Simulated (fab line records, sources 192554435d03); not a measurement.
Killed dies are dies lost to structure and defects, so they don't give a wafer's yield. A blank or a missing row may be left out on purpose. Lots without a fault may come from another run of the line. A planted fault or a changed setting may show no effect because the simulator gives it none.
fab line records | flow n5_finfet | part 2 of 2: steps 5 to 6 of 6
record lots=24 wafers=72 last_day=20
route steps=1938 shown BEOL_M10@1493 BEOL_M11@1569 BEOL_M12@1612
lots that met no fault: from a run of the same line without faults
start_h: hours from the record's first day to the start of the lot's first wafer shown | wait_h: hours since the lot's step before | " the same as in the row above | L1.1+2: a row that stands for several wafers | - no value, or no start given | * or withheld: withheld | < > ~ a bound
route shown NAME@n: a module of which the file shows steps, and the number in the route of the first | usual: mean/standard deviation of fault-free wafers | same: alike in all rows | chamber/n: place in a boat | sites: the reading at each site | _std_site: their standard deviation | _edge_site: outer sites' mean less inner sites' | radius_mm: how far each site lies from the wafer's centre | mask NAME#n: copy n | behind: the tool/chamber that last shaped the wafer | hold: why the lot was held/for how many hours/how that ended | device: the transistor (n, p or np) that didn't switch | end of line: the same wafers' tests at the end of the route | a step without rows: its recipe alone | killed: dies lost to structure and defects at the first sort, not the wafer's yield | map: a wafer's dies, x killed, . not, _ none there
set.NAME: the setting as run; set.NAME@STEP: as run at that earlier step | model.NAME: the simulator's own value behind a step, which no gauge read
steps of the route over a sample of lots; a table a step, a row a wafer
services: from which hour (start_h, from the record's first day; less than 0 if before it) a tool's chamber was out of use, for how many hours, and why
## steps
# step N5_BEOL_M12_CD_MEAS_10
# recipe target_cd_nm=140 landing_energy_ev=500 detector=se_inlens polarity=opening
# usual cd_nm=139.9/1.2
# columns lot.wafer tool chamber start_h wait_h cd_nm
L074.1 cd_sem-03 0 271.96 - 141.1
L074.4 " 0 " " 141.3
L074.6 " 0 " " 139.9
L076.2 cd_sem-02 0 284.19 - 141.4
L076.3 " 0 " " 140.9
L076.5 " 0 " " 139.6
L075.1 cd_sem-01 0 286.32 - 138.4
L075.4 " 0 " " 139.3
L075.5 " 0 " " 138.5
L078.1 cd_sem-01 0 298.30 - 142.0
L078.4 " 0 " " 140.5
L078.6 " 0 " " 141.8
L080.2 cd_sem-01 0 301.32 - 139.9
L080.3 " 0 " " 140.2
L080.6 " 0 " " 141.0
L081.1 cd_sem-01 0 301.78 - 141.0
L081.4 " 0 " " 142.5
L081.5 " 0 " " 141.5
L077.1 cd_sem-02 0 301.94 - 139.3
L077.4 " 0 " " 138.6
L077.5 " 0 " " 139.9
L079.4 cd_sem-02 0 304.64 - 137.1
L079.5 " 0 " " 137.5
L079.6 " 0 " " 138.2
L083.1 cd_sem-02 0 319.45 - 137.2
L083.4 " 0 " " 138.2
L083.6 " 0 " " 139.1
L082.1 cd_sem-02 0 325.19 - 139.7
L082.5 " 0 " " 139.0
L082.6 " 0 " " 139.6
L084.2 cd_sem-03 0 328.86 - 139.9
L084.3 " 0 " " 139.3
L084.5 " 0 " " 140.2
L086.1 cd_sem-02 0 334.60 - 141.4
L086.4 " 0 " " 140.1
L086.5 " 0 " " 138.7
L085.3 cd_sem-01 0 337.97 - 138.4
L085.4 " 0 " " 138.2
L085.5 " 0 " " 141.1
L089.3 cd_sem-01 0 343.77 - 139.3
L089.4 " 0 " " 140.2
L089.6 " 0 " " 140.2
L087.4 cd_sem-02 0 345.20 - 139.9
L087.5 " 0 " " 140.2
L087.6 " 0 " " 139.7
L088.1 cd_sem-02 0 358.97 - 142.4
L088.4 " 0 " " 139.0
L088.6 " 0 " " 139.9
L090.1 cd_sem-03 0 369.11 - 138.5
L090.5 " 0 " " 140.6
L090.6 " 0 " " 141.3
L092.2 cd_sem-01 0 369.43 - 138.5
L092.4 " 0 " " 139.0
L092.5 " 0 " " 137.9
L091.2 cd_sem-01 0 370.51 - 139.7
L091.3 " 0 " " 141.2
L091.4 " 0 " " 140.5
L093.2 cd_sem-02 0 370.69 - 139.8
L093.3 " 0 " " 141.2
L093.4 " 0 " " 140.0
L094.2 cd_sem-01 0 381.34 - 142.3
L094.4 " 0 " " 140.7
L094.5 " 0 " " 141.2
L095.1 cd_sem-02 0 404.61 - 140.0
L095.3 " 0 " " 139.8
L095.6 " 0 " " 139.4
L096.2 cd_sem-01 0 408.44 - 139.9
L096.4 " 0 " " 137.8
L096.6 " 0 " " 140.4
L097.1 cd_sem-03 0 426.82 - 141.4
L097.2 " 0 " " 140.5
L097.5 " 0 " " 141.2
# step N5_BEOL_M12_DESCUM_15
# recipe chemistry=O2 time_s=7.9 source_power_w=50 bias_power_w=20 pressure_mtorr=20 rf_frequency_hz=2.712e+07 temp_c=40 o2_flow_sccm=225
# usual drypump_motor_current_A=5.6/0.49 oes_product_au=0.82/0.063 rf_fwd_power_W=49.29/0.24 rf_vpp_V=243.6/1.5 showerhead_plenum_p_Torr=2.13/0.079 temp_c=40.00/0.11 throttle_valve_pct=20.38/0.13
# same time_s=7.9
# columns lot.wafer tool chamber start_h wait_h drypump_motor_current_A oes_product_au rf_fwd_power_W rf_hours_counter_h rf_vpp_V showerhead_plenum_p_Torr temp_c throttle_valve_pct
L074.1 rie_diel-01 0 272.22 0.2 5.7 0.78 49.64 122 243.8 2.10 39.76 20.37
L074.4 " 3 " " 6.3 0.84 49.21 61 242.4 2.04 40.08 20.53
L074.6 " 0 " " 5.8 0.77 49.83 - 244.2 2.10 39.97 20.37
L076.2 rie_diel-01 2 284.37 0.1 5.3 0.86 49.40 54 245.5 2.22 40.09 20.35
L076.3 " 1 " " 5.1 0.83 49.45 69 245.5 2.21 40.06 20.39
L076.5 " 3 " " 6.3 0.84 48.89 - 242.7 2.04 40.00 20.51
L075.1 rie_diel-01 0 286.46 0.1 5.8 0.77 49.53 126 243.8 2.10 39.92 20.38
L075.4 " 3 " " 6.3 0.83 49.03 65 243.5 2.04 39.96 20.53
L075.5 " 2 " " 5.4 0.86 49.14 - 246.1 2.22 40.15 20.35
L078.1 rie_diel-04 3 298.39 0.0 6.0 0.90 49.72 36 246.9 2.21 40.01 20.37
L078.4 " 0 " " 5.3 0.82 48.87 - 242.1 2.03 40.12 20.36
L078.6 " 3 " " 6.1 0.90 49.76 - 244.9 2.21 39.97 20.39
L080.2 rie_diel-03 0 301.41 0.0 5.5 0.90 48.90 41 242.7 2.04 40.03 20.10
L080.3 " 2 " " 5.3 0.70 49.48 246 242.2 1.97 40.19 20.55
L080.6 " 2 " " 5.3 0.70 49.54 - 241.9 1.97 39.98 20.55
L081.1 rie_diel-04 0 301.87 0.0 5.3 0.83 49.07 85 241.8 2.03 39.98 20.38
L081.4 " 0 " " 5.3 0.82 49.20 - 242.7 2.03 39.92 20.37
L081.5 " 2 " " 6.1 0.77 49.24 - 243.1 2.10 39.86 20.33
L077.1 rie_diel-01 1 302.03 0.0 5.1 0.83 49.32 76 244.6 2.21 40.17 20.40
L077.4 " 2 " " 5.3 0.85 48.83 61 243.7 2.22 40.04 20.34
L077.5 " 0 " " 5.7 0.78 49.43 - 242.8 2.10 40.11 20.38
L079.4 rie_diel-01 0 304.73 0.0 5.7 0.77 49.49 133 244.0 2.10 39.83 20.37
L079.5 " 3 " " 6.3 0.83 48.82 - 243.2 2.04 39.80 20.52
L079.6 " 2 " " 5.4 0.85 49.06 - 244.9 2.22 39.94 20.37
L083.1 rie_diel-04 2 319.54 0.0 6.1 0.76 49.49 146 242.2 2.10 39.85 20.35
L083.4 " 0 " " 5.3 0.81 48.97 93 241.9 2.02 40.16 20.38
L083.6 " 0 " " 5.3 0.82 49.41 - 241.6 2.02 39.95 20.39
L082.1 rie_diel-03 0 325.53 0.3 5.5 0.88 49.15 51 242.5 2.03 39.95 20.12
L082.5 " 3 " " 4.9 0.67 49.40 - 242.8 2.15 40.08 20.81
L082.6 " 0 " " 5.5 0.87 49.00 - 241.9 2.03 39.93 20.13
L084.2 rie_diel-04 2 328.94 0.0 6.1 0.75 49.41 148 242.8 2.10 40.10 20.35
L084.3 " 0 " " 5.3 0.81 48.99 96 242.3 2.02 40.06 20.38
L084.5 " 0 " " 5.3 0.82 48.89 - 241.3 2.02 39.95 20.38
L086.1 rie_diel-03 2 334.98 0.3 5.3 1.01 49.40 2 244.2 2.23 40.07 20.19
L086.4 " 2 " " 5.3 1.02 49.13 - 245.7 2.23 40.06 20.18
L086.5 " 1 " " 6.5 0.80 49.41 - 245.0 2.19 39.84 20.44
L085.3 rie_diel-04 1 338.42 0.4 5.0 0.81 49.45 71 244.3 2.21 39.98 20.19
L085.4 " 0 " " 5.3 0.80 49.17 100 242.2 2.02 40.02 20.36
L085.5 " 0 " " 5.3 0.80 49.22 - 241.2 2.02 39.86 20.40
L089.3 rie_diel-04 0 344.13 0.3 5.3 0.80 48.70 102 240.7 2.02 40.04 20.40
L089.4 " 1 " " 5.1 0.81 49.40 73 245.1 2.21 40.08 20.18
L089.6 " 1 " " 5.0 0.81 49.25 - 244.6 2.21 40.04 20.17
L087.4 rie_diel-01 1 345.54 0.3 5.1 0.81 49.48 93 245.4 2.20 39.92 20.43
L087.5 " 0 " " 5.7 0.75 49.51 - 242.4 2.09 40.08 20.40
L087.6 " 3 " " 6.3 0.81 48.89 - 242.9 2.04 40.04 20.56
L088.1 rie_diel-04 2 359.06 0.0 6.1 0.74 49.59 160 243.4 2.10 40.00 20.37
L088.4 " 0 " " 5.3 0.80 48.98 107 240.4 2.02 40.07 20.41
L088.6 " 2 " " 6.1 0.73 49.31 - 242.6 2.10 40.15 20.38
L090.1 rie_diel-04 0 369.20 0.0 5.3 0.80 49.02 109 241.9 2.02 39.78 20.40
L090.5 " 1 " " 5.1 0.81 49.09 - 246.0 2.21 39.99 20.20
L090.6 " 0 " " 5.3 0.79 49.02 - 240.7 2.02 39.88 20.39
L092.2 rie_diel-03 2 369.53 0.0 5.3 0.95 49.13 15 245.0 2.22 40.01 20.20
L092.4 " 0 " " 5.5 0.85 48.95 68 243.8 2.03 40.29 20.14
L092.5 " 0 " " 5.5 0.86 49.22 - 242.2 2.03 40.27 20.16
L091.2 rie_diel-04 1 370.79 0.2 5.1 0.81 49.16 81 245.5 2.21 40.07 20.19
L091.3 " 2 " " 6.1 0.74 49.55 163 242.7 2.10 39.82 20.37
L091.4 " 0 " " 5.3 0.80 49.20 110 241.4 2.02 40.04 20.40
L093.2 rie_diel-03 1 371.23 0.5 6.5 0.78 49.66 131 243.9 2.18 39.99 20.45
L093.3 " 0 " " 5.5 0.85 49.21 68 241.4 2.03 40.18 20.15
L093.4 " 3 " " 4.9 0.98 49.71 5 244.2 2.14 39.83 20.38
L094.2 rie_diel-04 0 381.42 0.0 5.3 0.79 49.07 114 242.3 2.02 39.78 20.40
L094.4 " 2 " " 6.1 0.74 49.28 166 241.8 2.09 39.94 20.39
L094.5 " 3 " " 6.1 0.85 49.79 - 244.0 2.20 39.76 20.42
L095.1 rie_diel-01 1 404.70 0.0 5.1 0.78 49.47 114 242.4 2.19 40.08 20.45
L095.3 " 2 " " 5.4 0.81 49.31 100 245.6 2.20 40.03 20.40
L095.6 " 3 " " 6.3 0.79 49.12 - 242.2 2.03 40.03 20.60
L096.2 rie_diel-01 1 408.52 0.0 5.1 0.78 49.07 115 243.7 2.19 39.78 20.46
L096.4 " 2 " " 5.3 0.81 49.04 101 245.6 2.20 39.87 20.41
L096.6 " 2 " " 5.4 0.80 49.12 - 244.7 2.20 39.83 20.42
L097.1 rie_diel-01 1 426.90 0.0 5.1 0.78 49.12 121 245.6 2.19 40.12 20.45
L097.2 " 2 " " 5.4 0.79 49.50 107 245.2 2.20 40.06 20.43
L097.5 " 2 " " 5.3 0.79 49.37 - 243.5 2.20 39.97 20.42
## services
# columns tool chamber start_h hours kind
cmp-04 - 233.82 0.3 repair
cmp-01 - 240.51 0.3 repair
cmp-02 - 255.37 4.0 pm
cmp-04 - 264.04 5.4 repair
rie_diel-01 0 264.71 3.7 repair
cmp-01 - 265.45 0.5 repair
rie_diel-04 1 294.03 23.1 repair
rie_diel-03 2 313.71 - clean
rie_diel-03 2 313.71 - consumable_replace:focus_ring
rie_diel-03 2 313.71 - consumable_replace:showerhead
rie_diel-03 2 313.71 17.9 scheduled_down
rie_diel-03 2 313.71 17.9 vent_cycle
cmp-04 - 316.71 4.0 pm
rie_diel-03 3 331.61 - clean
rie_diel-03 3 331.61 - consumable_replace:focus_ring
cmp-02 - 335.62 5.2 pm
rie_diel-03 - 353.27 4.3 pm
cmp-01 - 369.76 0.3 repair
cmp-01 - 387.43 4.0 pm
cmp-02 - 389.17 3.4 pm
cmp-01 - 391.43 - consumable_replace:conditioner
cmp-01 - 391.43 - consumable_replace:pad
cmp-02 - 407.14 4.1 repair
cmp-04 - 410.95 6.7 pm
